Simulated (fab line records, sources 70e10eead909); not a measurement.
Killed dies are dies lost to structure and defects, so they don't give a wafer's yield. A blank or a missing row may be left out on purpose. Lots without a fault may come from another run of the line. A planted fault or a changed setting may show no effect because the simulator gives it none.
A struck lot beside a sound one | flow nand_harc | 39 steps out of a route of 1302
Sound: wafers L381.2, L381.3, L381.5. Struck: wafers L377.1, L377.3, L377.5. The cause comes at the end.
At each step with rows: each side's tool, then ch and its chambers, then its first start. Under that, the readings that differ: sound wafers | struck wafers | difference of the means | sigmas: that difference in standard deviations of wafers without a fault.
alike: readings whose means differ by less than 2 such deviations, and words and numbers that are the same on both sides. not compared: withheld readings, readings that some wafer has no value for, bounds like >300 that may hide the same value, and numbers for which the record gives no deviation and whose values overlap.
The two part at a step that has a row with sigmas, a row that says differs or no value, or rows on one side only. Numbers that don't overlap but have no deviation are shown without sigmas and don't part them. A reading that every wafer of one side lacks parts them only if that side has two wafers or more.

first, 10 steps without rows for these wafers: NHARC_A_CHANNEL_HOLE_D1_DEP_00 (deposits aC, target thk 3100 nm); NHARC_A_CHANNEL_HOLE_D1_DEP_01 (deposits SiON, target thk 140 nm); NHARC_A_CHANNEL_HOLE_D1_DEHYDRATE_02 (time 120 s); NHARC_A_CHANNEL_HOLE_D1_HMDS_03 (time 30 s); NHARC_A_CHANNEL_HOLE_D1_COAT_36 (time 75 s); NHARC_A_CHANNEL_HOLE_D1_COAT_37 (time 65 s); NHARC_A_CHANNEL_HOLE_D1_COAT_04 (resist thk 90 nm); NHARC_A_CHANNEL_HOLE_D1_SOFTBAKE_05 (time 55 s); NHARC_A_CHANNEL_HOLE_D1_EBR_06; NHARC_A_CHANNEL_HOLE_D1_EXPOSE_07 (exposes mask HOLE D1, target cd 100 nm).
NHARC_A_CHANNEL_HOLE_D1_PEB_08: peb time 65 s.
  sound on litho_track-01 ch 0, day 16 00:36; struck on litho_track-04 ch 0, day 14 13:10
  reading                  | sound               | struck               | difference | sigmas
  heater_power_total_W (W) | 156.8 155.9 157.0   | 163.7 163.6 163.3    | +7.0       | +17
  plate_temp_C (C)         | 100.12 99.97 100.13 | 103.02 102.83 103.01 | +2.88      | +24
  resist_line_temp_C (C)   | 22.86 22.88 22.87   | 23.15 23.26 22.98    | +0.26      | +2
then, 1 step without rows for these wafers: NHARC_A_CHANNEL_HOLE_D1_DEVELOP_09 (develop time 35 s).
NHARC_A_CHANNEL_HOLE_D1_CD_MEAS_10: target cd 100 nm.
  sound on cd_sem-03 ch 0, day 16 00:41; struck on cd_sem-01 ch 0, day 14 13:14
  reading    | sound             | struck            | difference | sigmas
  cd_nm (nm) | 101.0 100.6 100.7 | 106.2 107.0 106.9 | +5.9       | +8
NHARC_A_CHANNEL_HOLE_D1_DESCUM_15: chemistry O2, time 3 s.
  sound on rie_diel-09 ch 1,2,3, day 16 00:52; struck on rie_diel-10 ch 1,2, day 14 13:26
  reading                            | sound             | struck          | difference | sigmas
  model.A_CHANNEL_HOLE_D1.cd_nm (nm) | 102.1 100.7 100.7 | 106 107.8 107.3 | +6         |
  alike: drypump_motor_current_A, oes_product_au, rf_vpp_V, showerhead_plenum_p_Torr, throttle_valve_pct
  not compared: rf_hours_counter_h
then, 4 steps without rows for these wafers: NHARC_A_CHANNEL_HOLE_D1_ETCH_38 (etches the open film in CF4, target depth 39 nm, time 65 s); NHARC_A_CHANNEL_HOLE_D1_ETCH_39 (etches the open film in N2/H2, target depth 260 nm, time 325 s); NHARC_A_CHANNEL_HOLE_D1_ETCH_34 (etches the open film in CF4/CHF3, target depth 154 nm, time 77 s); NHARC_A_CHANNEL_HOLE_D1_ETCH_16 (etches the open film in O2/COS, target depth 3100 nm, time 806 s).
NHARC_A_CHANNEL_HOLE_D1_CD_MEAS_18:
  sound on cd_sem-01, day 16 01:58; struck on cd_sem-03, day 14 15:12
  alike: cd_nm
then, 12 steps without rows for these wafers: NHARC_A_CHANNEL_HOLE_D1_ETCH_19 (etches the open film in C4F8/O2/Ar, time 34.5 s); NHARC_A_CHANNEL_HOLE_D1_ETCH_20 (etches the open film in C4F8/O2/Ar, time 361.9 s, target depth 1600 nm); NHARC_A_CHANNEL_HOLE_D1_ETCH_21 (etches the open film in C4F8/O2/Ar, time 514.3 s, target depth 1600 nm); NHARC_A_CHANNEL_HOLE_D1_ETCH_22 (etches the open film in C4F8/O2/Ar, time 666.7 s, target depth 1600 nm); NHARC_A_CHANNEL_HOLE_D1_ETCH_23 (etches the open film in C4F8/O2/Ar, time 819 s, target depth 1600 nm); NHARC_A_CHANNEL_HOLE_D1_ETCH_24 (etches the open film in C4F8/O2/Ar, time 906.2 s, target depth 1500 nm); NHARC_A_CHANNEL_HOLE_D1_ETCH_25 (etches the open film in C4F8/O2/Ar, time 1040.2 s, target depth 1500 nm); NHARC_A_CHANNEL_HOLE_D1_ETCH_26 (etches the open film in C4F8/O2/Ar, time 224.1 s, target depth 300 nm); NHARC_A_CHANNEL_HOLE_D1_ETCH_33 (etches the open film in C4F8/O2/Ar, time 90 s, target depth 400 nm); NHARC_A_CHANNEL_HOLE_D1_STRIP_41 (strips in N2/H2); NHARC_A_CHANNEL_HOLE_D1_STRIP_42 (strips in CF4/CHF3); NHARC_A_CHANNEL_HOLE_D1_STRIP_43 (strips in O2/COS).
NHARC_A_CHANNEL_HOLE_D1_ETCH_44: etches the open film in CF4/O2, target depth 140 nm, overetch 14 nm, time 77 s.
  sound on rie_diel-09 ch 0,1,2, day 16 06:55; struck on rie_diel-09 ch 0,1,3, day 14 20:43
  reading                            | sound             | struck           | difference | sigmas
  model.A_CHANNEL_HOLE_D1.cd_nm (nm) | 89.15 93.95 90.46 | 96.4 97.11 96.45 | +5.5       |
  alike: drypump_motor_current_A, oes_product_au, rf_vpp_V, showerhead_plenum_p_Torr, throttle_valve_pct
  not compared: rf_hours_counter_h
then, 3 steps without rows for these wafers: NHARC_A_CHANNEL_HOLE_D1_STRIP_27 (strips in O2); NHARC_A_CHANNEL_HOLE_D1_PRECLEAN_28 (cleans in SC1); NHARC_A_CHANNEL_HOLE_D1_SRD_29.
NHARC_A_CHANNEL_HOLE_D1_CD_MEAS_30:
  sound on cd_sem-02, day 16 07:42; struck on cd_sem-02, day 14 21:31
  reading    | sound          | struck         | difference | sigmas
  cd_nm (nm) | 90.0 94.9 90.9 | 96.3 97.3 96.6 | +4.8       | +3
NHARC_A_CHANNEL_HOLE_D1_XSEM_31:
  sound on xsem-02 ch 0, day 16 07:47; struck on xsem-02 ch 0, day 14 21:36
  reading        | sound          | struck         | difference | sigmas
  bot_cd_nm (nm) | 74.1 79.5 75.0 | 81.0 81.9 81.5 | +5.3       | +3
  alike: bow_nm, tilt_deg
-- the record jumps here: 15 days lie between the struck wafers' starts before and after (it left off in module A_CHANNEL_HOLE_D1 and takes up again in module END, whose first step shown is number 1301 of the route) --
NHARC_END_WLT_00:
  sound on prober-01, day 31 03:53; struck on prober-01, day 29 19:16
  reading            | sound             | struck            | difference | sigmas
  VT_DECK1_TOP_INNER | 0.907 0.894 0.898 | 0.918 0.910 0.912 | +0.014     | +2
  alike: VT_DECK1_BOTTOM, VT_DECK1_BOTTOM_INNER, VT_DECK1_MEDIAN_NEAR_BOTTOM, VT_DECK1_MEDIAN_NEAR_BOTTOM_INNER, VT_DECK1_MIDDLE, VT_DECK1_MIDDLE_INNER, VT_DECK1_TOP, VT_DECK2_BOTTOM, VT_DECK2_BOTTOM_INNER, VT_DECK2_MEDIAN_NEAR_BOTTOM, VT_DECK2_MEDIAN_NEAR_BOTTOM_INNER, VT_DECK2_MIDDLE, VT_DECK2_MIDDLE_INNER, VT_DECK2_TOP, VT_DECK2_TOP_INNER
then, 1 step without rows for these wafers: NHARC_END_SORT_01.

WHERE THEY PART
First at NHARC_A_CHANNEL_HOLE_D1_PEB_08; last, within this record, at NHARC_END_WLT_00.

WHY: what the simulator had put in
Process parameter drift: litho_track-04, from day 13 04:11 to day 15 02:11, at NHARC_A_CHANNEL_HOLE_D1_PEB_08. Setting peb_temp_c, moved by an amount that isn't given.
